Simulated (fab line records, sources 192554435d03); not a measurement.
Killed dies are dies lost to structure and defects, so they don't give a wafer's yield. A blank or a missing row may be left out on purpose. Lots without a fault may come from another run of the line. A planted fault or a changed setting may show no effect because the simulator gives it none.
fab line records | flow n5_finfet | part 2 of 2: steps 6 to 6 of 6
record lots=9 wafers=27 last_day=18
route steps=1938 shown HKMG_FIN@386 BEOL_M4@1111 PASSIVATION@1936
lots that met no fault: from a run of the same line without faults
start_h: hours from the record's first day to the start of the lot's first wafer shown | wait_h: hours since the lot's step before | " the same as in the row above | L1.1+2: a row that stands for several wafers | - no value, or no start given | * or withheld: withheld | < > ~ a bound
route shown NAME@n: a module of which the file shows steps, and the number in the route of the first | usual: mean/standard deviation of fault-free wafers | same: alike in all rows | chamber/n: place in a boat | sites: the reading at each site | _std_site: their standard deviation | _edge_site: outer sites' mean less inner sites' | radius_mm: how far each site lies from the wafer's centre | mask NAME#n: copy n | behind: the tool/chamber that last shaped the wafer | hold: why the lot was held/for how many hours/how that ended | device: the transistor (n, p or np) that didn't switch | end of line: the same wafers' tests at the end of the route | a step without rows: its recipe alone | killed: dies lost to structure and defects at the first sort, not the wafer's yield | map: a wafer's dies, x killed, . not, _ none there
set.NAME: the setting as run; set.NAME@STEP: as run at that earlier step | model.NAME: the simulator's own value behind a step, which no gauge read
steps of the route over a sample of lots; a table a step, a row a wafer
services: from which hour (start_h, from the record's first day; less than 0 if before it) a tool's chamber was out of use, for how many hours, and why
## steps
# step N5_PASSIVATION_PROBE_49
# usual defect_limited_yield=91.0/1.5 killed_at_M0_to_M3=37/12 killed_at_M4_up=13/5 killed_at_contacts=13/6.1 killed_at_front_end=39/11 killed_at_other=4/3.2 killed_dies=106/17 killed_open=69/12 killed_short=35/7.9 sort_bin_4_leakage=0.00/0.007 sort_bin_5_function=5.3/1 sort_bin_6_memory=3.3/0.68 sort_bin_8_speed=0/0 sort_n_pass=1074/17 sort_yield_pct=91.0/1.5
# same gross_dies=1180 killed_at_back_side=0
# columns lot.wafer tool chamber start_h wait_h defect_limited_yield[%] killed_at_M0_to_M3 killed_at_M4_up killed_at_contacts killed_at_front_end killed_at_other killed_dies killed_open killed_short sort_bin_4_leakage[%] sort_bin_5_function[%] sort_bin_6_memory[%] sort_bin_8_speed[%] sort_n_pass sort_yield_pct[%]
L270.1 prober-01 - 291.42 0.0 91.7 30 22 8 35 3 98 61 34 0 5.3 2.5 0 1082 91.7
L270.2 prober-01 - 291.47 0.1 86.9 43 17 18 71 6 155 107 47 0 7.6 5.3 0 1025 86.9
L270.3 prober-01 - 291.52 0.1 89.2 28 29 11 49 10 127 90 37 0 6.9 3.6 0 1053 89.2
L271.1 prober-02 - 292.11 0.0 91.9 31 14 9 38 4 96 61 30 0 4.4 3.1 0 1084 91.9
L271.4 prober-02 - 292.26 0.2 91.5 31 14 7 41 7 100 70 29 0 5.2 3.1 0 1080 91.5
L271.5 prober-02 - 292.31 0.2 89.5 47 6 14 54 3 124 79 44 0 5.2 4.7 0 1056 89.5
L278.1 prober-02 - 346.18 0.3 89.7 50 20 6 45 0 121 80 40 0 5.8 4.2 89.75 0 0
L278.2 prober-02 - 346.23 0.4 90.8 54 6 11 36 2 109 80 26 0 6.2 2.8 90.76 0 0
L278.6 prober-02 - 346.43 0.6 92.5 39 10 8 31 0 88 62 25 0 4.4 2.8 92.54 0 0
L277.1 prober-02 - 355.92 0.0 89.1 57 14 14 41 3 129 80 48 0 6.5 3.9 89.07 0 0
L277.3 prober-02 - 356.02 0.1 91.4 51 12 16 21 2 102 66 34 0 5.5 2.7 91.36 0 0
L277.6 prober-02 - 356.17 0.3 92.7 24 22 5 30 5 86 56 27 0 4.7 2.4 92.71 0 0
L279.1 prober-02 - 374.89 0.0 90.6 40 6 14 48 3 111 75 34 0 6.0 3.1 90.59 0 0
L279.3 prober-02 - 374.99 0.1 89.3 44 12 12 48 10 126 70 51 0 6.6 3.1 89.32 0 0
L279.5 prober-02 - 375.09 0.2 90.7 46 15 10 28 11 110 61 46 0 5.2 3.4 90.68 0 0
L285.1 prober-01 - 390.37 0.0 88.6 56 16 8 45 9 134 79 52 0 7.0 3.7 0 1046 88.6
L285.2 prober-01 - 390.42 0.1 91.0 34 16 14 35 7 106 65 39 0 5.2 3.6 0 1074 91.0
L285.5 prober-01 - 390.57 0.2 91.1 37 14 10 38 6 105 63 39 0 5.1 3.5 0 1075 91.1
L290.1 prober-02 - 421.05 0.0 91.4 26 14 6 55 0 101 66 34 0 5.1 3.1 0 1079 91.4
L290.2 prober-02 - 421.10 0.1 90.5 29 27 19 36 1 112 75 35 0 6.4 3.0 0 1068 90.5
L290.4 prober-02 - 421.20 0.2 90.5 35 21 7 47 2 112 72 38 0 5.3 3.6 0 1068 90.5
L291.2 prober-02 - 426.34 0.1 89.3 40 16 22 45 3 126 100 25 0 6.8 3.9 0 1054 89.3
L291.5 prober-02 - 426.49 0.2 91.8 32 13 21 29 2 97 71 23 0 5.0 3.1 0 1083 91.8
L291.6 prober-02 - 426.54 0.3 92.4 31 6 19 33 1 90 59 31 0 4.7 2.8 0 1090 92.4
L292.1 prober-01 - 440.72 0.0 88.6 63 10 7 45 10 135 88 45 0.08 6.3 4.5 0 1044 88.5
L292.2 prober-01 - 440.77 0.1 90.0 45 9 5 49 10 118 73 45 0 5.1 4.7 0 1062 90.0
L292.3 prober-01 - 440.82 0.1 91.4 23 15 12 44 7 101 58 39 0 5.3 2.7 0 1079 91.4
# killed by level:class
L270.1 BEOL_M4:geometric_particle:open=11 FIN_SAQP:geometric_particle:open=10 BEOL_M0_SAQP:geometric_particle:open=7 FIN_SAQP:geometric_particle:short=6 BEOL_M0_SAQP:geometric_particle:short=6 STI_FIN_REVEAL:geometric_particle:open=6 DUMMY_GATE:geometric_particle:open=5 MOL_CONTACT_COAG:geometric_particle:open=5
L270.2 FIN_SAQP:geometric_particle:open=24 MOL_CONTACT_COAG:geometric_particle:open=15 GATE_CUT:geometric_particle:open=10 BEOL_M3:geometric_particle:open=10 BEOL_M4:geometric_particle:open=10 BEOL_M0_SAQP:geometric_particle:short=9 STI_FIN_REVEAL:geometric_particle:open=8 DUMMY_GATE:geometric_particle:open=8
L270.3 BEOL_M4:geometric_particle:open=17 STI_FIN_REVEAL:geometric_particle:open=11 FIN_SAQP:geometric_particle:open=10 DUMMY_GATE:geometric_particle:open=10 MOL_CONTACT_COAG:geometric_particle:open=9 FIN_SAQP:geometric_particle:short=8 BEOL_M2:geometric_particle:open=8 BEOL_M3:geometric_particle:open=8
L271.1 STI_FIN_REVEAL:geometric_particle:open=13 MOL_CONTACT_COAG:geometric_particle:open=8 BEOL_M0_SAQP:geometric_particle:open=8 FIN_SAQP:geometric_particle:open=7 BEOL_M0_SAQP:geometric_particle:short=7 BEOL_M4:geometric_particle:open=6 BEOL_M3:geometric_particle:open=5 BEOL_M4:geometric_particle:short=4
L271.4 STI_FIN_REVEAL:geometric_particle:open=13 FIN_SAQP:geometric_particle:open=8 BEOL_M0_SAQP:geometric_particle:open=7 BEOL_M0_SAQP:geometric_particle:short=6 MOL_CONTACT_COAG:geometric_particle:open=5 BEOL_M0:geometric_particle:open=5 BEOL_M2:geometric_particle:open=5 GATE_CUT:geometric_particle:short=4
L271.5 STI_FIN_REVEAL:geometric_particle:open=14 MOL_CONTACT_COAG:geometric_particle:open=12 BEOL_M0_SAQP:geometric_particle:open=10 BEOL_M0_SAQP:geometric_particle:short=9 FIN_SAQP:geometric_particle:open=8 FIN_SAQP:geometric_particle:short=8 GATE_CUT:geometric_particle:short=8 BEOL_M2:geometric_particle:open=7
L278.1 FIN_SAQP:geometric_particle:open=18 FIN_SAQP:geometric_particle:short=17 BEOL_M3:geometric_particle:open=12 BEOL_M2:geometric_particle:open=11 BEOL_M0_SAQP:geometric_particle:short=8 BEOL_M1:geometric_particle:open=8 MOL_CONTACT_COAG:geometric_particle:open=6 BEOL_M0_SAQP:geometric_particle:open=5
L278.2 BEOL_M1:geometric_particle:open=15 MOL_CONTACT_COAG:geometric_particle:open=10 BEOL_M3:geometric_particle:open=10 BEOL_M1:geometric_particle:short=8 STI_FIN_REVEAL:geometric_particle:open=7 BEOL_M0_SAQP:geometric_particle:open=7 BEOL_M2:geometric_particle:open=7 DUMMY_GATE:geometric_particle:open=5
L278.6 BEOL_M3:geometric_particle:open=10 STI_FIN_REVEAL:geometric_particle:open=9 DUMMY_GATE:geometric_particle:open=9 BEOL_M2:geometric_particle:open=8 BEOL_M0_SAQP:geometric_particle:open=7 FIN_SAQP:geometric_particle:short=5 MOL_CONTACT_COAG:geometric_particle:open=5 BEOL_M0_SAQP:geometric_particle:short=4
L277.1 BEOL_M0_SAQP:geometric_particle:short=22 STI_FIN_REVEAL:geometric_particle:open=15 BEOL_M0_SAQP:geometric_particle:open=15 MOL_CONTACT_COAG:geometric_particle:open=10 GATE_CUT:geometric_particle:short=6 DUMMY_GATE:geometric_particle:open=5 BEOL_M3:geometric_particle:open=5 BEOL_M5:geometric_particle:open=5
L277.3 BEOL_M0_SAQP:geometric_particle:short=16 MOL_CONTACT_COAG:geometric_particle:open=15 BEOL_M0_SAQP:geometric_particle:open=15 BEOL_M2:geometric_particle:open=9 STI_FIN_REVEAL:geometric_particle:open=5 GATE_CUT:geometric_particle:short=5 BEOL_M3:geometric_particle:open=4 BEOL_M1:geometric_particle:open=3
L277.6 BEOL_M4:geometric_particle:open=9 GATE_CUT:geometric_particle:short=5 BEOL_M0_SAQP:geometric_particle:open=5 BEOL_M0_SAQP:geometric_particle:short=5 BEOL_M2:geometric_particle:open=5 STI_FIN_REVEAL:geometric_particle:open=4 DUMMY_GATE:geometric_particle:open=4 SPACER0:geometric_particle:open=4
L279.1 FIN_SAQP:geometric_particle:open=12 MOL_CONTACT_COAG:geometric_particle:open=12 BEOL_M0_SAQP:geometric_particle:short=10 BEOL_M3:geometric_particle:open=9 STI_FIN_REVEAL:geometric_particle:open=8 BEOL_M2:geometric_particle:open=7 FIN_SAQP:geometric_particle:short=5 GATE_CUT:geometric_particle:short=5
L279.3 BEOL_M0_SAQP:geometric_particle:short=9 BEOL_M3:geometric_particle:open=8 FIN_SAQP:geometric_particle:short=7 BEOL_M0_SAQP:geometric_particle:open=7 BEOL_M1:geometric_particle:open=7 FIN_SAQP:geometric_particle:open=6 MOL_CONTACT_COAG:geometric_particle:short=6 MOL_CONTACT_COAG:geometric_particle:open=6
L279.5 BEOL_M0_SAQP:geometric_particle:short=11 BEOL_M3:geometric_particle:open=10 BEOL_M0_SAQP:geometric_particle:open=8 MOL_CONTACT_COAG:geometric_particle:open=7 BEOL_M4:geometric_particle:open=6 PASS1_DEP:geometric_particle:short=5 BEOL_M2:geometric_particle:short=5 BEOL_M0:geometric_particle:open=4
L285.1 FIN_SAQP:geometric_particle:open=14 BEOL_M2:geometric_particle:open=14 BEOL_M0_SAQP:geometric_particle:short=13 FIN_SAQP:geometric_particle:short=9 BEOL_M0_SAQP:geometric_particle:open=9 BEOL_M3:geometric_particle:open=8 STI_FIN_REVEAL:geometric_particle:open=5 BEOL_M0:geometric_particle:short=5
L285.2 MOL_CONTACT_COAG:geometric_particle:open=13 BEOL_M0_SAQP:geometric_particle:short=10 FIN_SAQP:geometric_particle:short=7 STI_FIN_REVEAL:geometric_particle:open=6 GATE_CUT:geometric_particle:short=6 BEOL_M1:geometric_particle:open=6 BEOL_M4:geometric_particle:open=6 ILD0:geometric_particle:open=5
L285.5 FIN_SAQP:geometric_particle:short=12 BEOL_M2:geometric_particle:open=11 MOL_CONTACT_COAG:geometric_particle:open=8 BEOL_M0_SAQP:geometric_particle:open=7 BEOL_M1:geometric_particle:open=7 FIN_SAQP:geometric_particle:open=5 GATE_CUT:geometric_particle:short=5 BEOL_M4:geometric_particle:short=4
L290.1 STI_FIN_REVEAL:geometric_particle:open=15 GATE_CUT:geometric_particle:short=12 BEOL_M4:geometric_particle:open=9 BEOL_M0_SAQP:geometric_particle:open=7 MOL_CONTACT_COAG:geometric_particle:open=6 BEOL_M3:geometric_particle:open=6 FIN_SAQP:geometric_particle:open=5 STI_FIN_REVEAL:geometric_particle:short=5
L290.2 BEOL_M4:geometric_particle:open=18 MOL_CONTACT_COAG:geometric_particle:open=16 FIN_SAQP:geometric_particle:short=7 GATE_CUT:geometric_particle:open=7 STI_FIN_REVEAL:geometric_particle:open=5 DUMMY_GATE:geometric_particle:open=5 BEOL_M0_SAQP:geometric_particle:open=5 BEOL_M2:geometric_particle:short=5
L290.4 FIN_SAQP:geometric_particle:short=13 BEOL_M4:geometric_particle:open=13 BEOL_M2:geometric_particle:open=10 STI_FIN_REVEAL:geometric_particle:open=8 FIN_SAQP:geometric_particle:open=6 MOL_CONTACT_COAG:geometric_particle:open=6 GATE_CUT:geometric_particle:short=5 DUMMY_GATE:geometric_particle:open=4
L291.2 MOL_CONTACT_COAG:geometric_particle:open=19 FIN_SAQP:geometric_particle:open=16 STI_FIN_REVEAL:geometric_particle:open=12 BEOL_M2:geometric_particle:open=12 BEOL_M0_SAQP:geometric_particle:open=7 DUMMY_GATE:geometric_particle:open=5 BEOL_M1:geometric_particle:open=5 BEOL_M3:geometric_particle:open=5
L291.5 MOL_CONTACT_COAG:geometric_particle:open=19 FIN_SAQP:geometric_particle:open=9 BEOL_M2:geometric_particle:open=8 BEOL_M3:geometric_particle:open=6 GATE_CUT:geometric_particle:short=5 STI_FIN_REVEAL:geometric_particle:open=4 BEOL_M0_SAQP:geometric_particle:open=4 BEOL_M4:geometric_particle:open=4
L291.6 MOL_CONTACT_COAG:geometric_particle:open=15 FIN_SAQP:geometric_particle:open=10 BEOL_M2:geometric_particle:open=9 FIN_SAQP:geometric_particle:short=6 BEOL_M2:geometric_particle:short=6 BEOL_M0_SAQP:geometric_particle:short=5 BEOL_M0_SAQP:geometric_particle:open=5 GATE_CUT:geometric_particle:short=4
L292.1 BEOL_M3:geometric_particle:open=17 STI_FIN_REVEAL:geometric_particle:open=14 BEOL_M0_SAQP:geometric_particle:open=11 BEOL_M2:geometric_particle:open=11 BEOL_M0_SAQP:geometric_particle:short=9 FIN_SAQP:geometric_particle:short=8 MOL_CONTACT_COAG:geometric_particle:open=5 BEOL_M3:geometric_particle:short=5
L292.2 BEOL_M3:geometric_particle:open=13 STI_FIN_REVEAL:geometric_particle:open=12 FIN_SAQP:geometric_particle:open=11 FIN_SAQP:geometric_particle:short=10 BEOL_M0_SAQP:geometric_particle:short=9 BEOL_M2:geometric_particle:open=8 BEOL_M0_SAQP:geometric_particle:open=6 BEOL_M4:geometric_particle:open=5
L292.3 MOL_CONTACT_COAG:geometric_particle:open=10 STI_FIN_REVEAL:geometric_particle:open=10 BEOL_M4:geometric_particle:open=8 FIN_SAQP:geometric_particle:short=7 BEOL_M0_SAQP:geometric_particle:short=7 FIN_SAQP:geometric_particle:open=6 BEOL_M0_SAQP:geometric_particle:open=6 BEOL_M2:geometric_particle:open=5
## services
# columns tool chamber start_h hours kind
rie_diel-02 0 52.92 - clean
rie_diel-02 0 52.92 - consumable_replace:focus_ring
rie_diel-02 0 52.92 - consumable_replace:showerhead
rie_diel-02 0 52.92 17.0 scheduled_down
rie_diel-02 0 52.92 17.0 vent_cycle
rie_diel-05 2 60.80 8.2 repair
ald_metal-02 3 68.09 3.5 repair
rie_diel-02 - 85.35 0.4 repair
ald_metal-01 3 91.81 9.8 repair
ald_hk-01 - 92.13 8.7 pm
ald_metal-01 - 100.38 0.9 repair
rie_diel-05 2 108.52 - clean
rie_diel-05 2 108.52 - consumable_replace:focus_ring
rie_diel-05 2 108.52 - consumable_replace:showerhead
rie_diel-05 2 108.52 29.3 scheduled_down
rie_diel-05 2 108.52 29.3 vent_cycle
rie_diel-02 2 113.74 6.6 repair
ald_metal-01 - 131.81 8.7 pm
ald_metal-03 - 163.31 12.9 repair
rie_diel-02 2 193.76 - clean
rie_diel-02 2 193.76 - consumable_replace:focus_ring
rie_diel-02 2 193.76 21.7 scheduled_down
rie_diel-02 2 193.76 21.7 vent_cycle
## key
first_sign step=N5_HKMG_FIN_WET_ETCH_82 reading=tool_record direction=missing
effect step=N5_BEOL_M4_RC_MEAS_101 reading=VT_N_LVT direction=down sigmas=15 usual=98.5 struck=56.2
effect step=N5_BEOL_M4_RC_MEAS_101 reading=VT_P direction=down sigmas=14 usual=-250.6 struck=-292.1
effect step=N5_BEOL_M4_RC_MEAS_101 reading=VT_P_LONG direction=down sigmas=14 usual=-276 struck=-318
effect step=N5_BEOL_M4_RC_MEAS_101 reading=ION_P direction=down sigmas=10 usual=462 struck=394
effect step=N5_BEOL_M4_RC_MEAS_101 reading=IOFF_P_LIN direction=down sigmas=7.2 usual=0.097 struck=0.022
effect step=N5_BEOL_M4_RC_MEAS_101 reading=IOFF_P_LONG direction=down sigmas=6.5 usual=0.000104 struck=4.9e-05
effect step=N5_BEOL_M4_RC_MEAS_101 reading=IOFF_P_85C direction=down sigmas=6.5 usual=3.5 struck=1.0
effect step=N5_BEOL_M4_RC_MEAS_101 reading=IGATE_P direction=down sigmas=5.8 usual=0.0038 struck=0.0008
effect step=N5_BEOL_M4_RC_MEAS_101 reading=IOFF_P direction=down sigmas=5.7 usual=0.204 struck=0.046
effect step=N5_BEOL_M4_RC_MEAS_101 reading=EOT_P direction=up sigmas=4.5 usual=10.47 struck=10.83
effect step=N5_PASSIVATION_PROBE_49 reading=sort_bin_8_speed direction=up sigmas=99+ usual=0 struck=90.75
met_at N5_HKMG_FIN_WET_ETCH_82
struck_lots L277,L278,L279
not_acting_at N5_HKMG_FIN_HK_ALD_01,N5_HKMG_FIN_ALD_36,N5_HKMG_FIN_DESCUM_17
onset_between 81.29 120.45
fault kind=skipped_step_whole tool=wet_bench-01 chamber=- onset_h=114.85 steps=N5_HKMG_FIN_WET_ETCH_82 scope=struck_lots_only
